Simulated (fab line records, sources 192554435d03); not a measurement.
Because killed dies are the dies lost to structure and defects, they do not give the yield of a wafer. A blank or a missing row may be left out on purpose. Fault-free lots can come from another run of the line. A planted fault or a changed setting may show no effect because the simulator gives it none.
A single fault, viewed from 2 desks / flow n5 finfet / every desk sees just its own numbers, and what lay behind them comes last

METROLOGY DESK
Lot by lot, what the gauges showed, no matter which tool ran the lot: averages of those sampled wafers that carry a number. A lot is out of limits, marked OUT, if its mean lies more than 4 standard deviations from the usual mean; the brackets give that distance. 7 of its 10 readings are shown, namely those furthest out on some lot.
Columns: A = DIBL_N at N5_BEOL_M4_RC_MEAS_101, usual 35.7 mV/V; B = DIBL_P at N5_BEOL_M4_RC_MEAS_101, usual 35.4 mV/V; C = IOFF_N at N5_BEOL_M4_RC_MEAS_101, usual 0.152 nA/um; D = IOFF_P at N5_BEOL_M4_RC_MEAS_101, usual 0.20 nA/um; E = SS_P at N5_BEOL_M4_RC_MEAS_101, usual 73.1 mV/dec; F = VT_N at N5_BEOL_M4_RC_MEAS_101, usual 251 mV; G = VT_P at N5_BEOL_M4_RC_MEAS_101, usual -251 mV
lot=L407; first seen here=day 8 13:30; A=35.3; B=36.4; C=0.168; D=0.19; E=73.2; F=250; G=-252
lot=L412; first seen here=day 10 02:19; A=34.4; B=33.0; C=0.124; D=0.17; E=72.6; F=255; G=-252
lot=L415; first seen here=day 10 21:05; A=37.2; B=35.9; C=0.196; D=0.23; E=73.0; F=243; G=-246
lot=L419; first seen here=day 11 16:14; A=37.8; B=37.2; C=0.181; D=0.21; E=73.7; F=248; G=-252
lot=L425; first seen here=day 12 21:54; A=35.4; B=35.1; C=0.139; D=0.18; E=72.7; F=251; G=-253
lot=L426; first seen here=day 13 20:19; A=36.2; B=36.5; C=0.148; D=0.20; E=73.5; F=251; G=-253
This desk's verdict: no lot among the 6 shows anything out of limits.

THE TOOL OWNER'S DESK: ald metal-02
The tool's own readings at N5_HKMG_FIN_ALD_71 (deposits TiN, target thk 1 nm, pulse time 1 s, purge time 3 s): means of the sampled wafers that have a number, for each lot that ran on this tool. A lot is out of limits, marked OUT, if its mean lies more than 4 standard deviations from the usual mean; the brackets give that distance.
Columns: A = heater power w at N5_HKMG_FIN_ALD_71, usual 856 W; B = precursor pulse height rel at N5_HKMG_FIN_ALD_71, usual 1.000
lot=L407; first seen here=day 4 23:45; A=862; B=1.033
lot=L415; first seen here=day 7 02:26; A=915; B=1.018
lot=L419; first seen here=day 8 01:34; A=904; B=1.015
This desk's verdict: no lot among the 3 shows anything out of limits.

BROUGHT TOGETHER
The metrology desk saw nothing out of limits.
The tool owner's desk saw nothing out of limits.

WHAT THE SIMULATOR HAD PUT IN
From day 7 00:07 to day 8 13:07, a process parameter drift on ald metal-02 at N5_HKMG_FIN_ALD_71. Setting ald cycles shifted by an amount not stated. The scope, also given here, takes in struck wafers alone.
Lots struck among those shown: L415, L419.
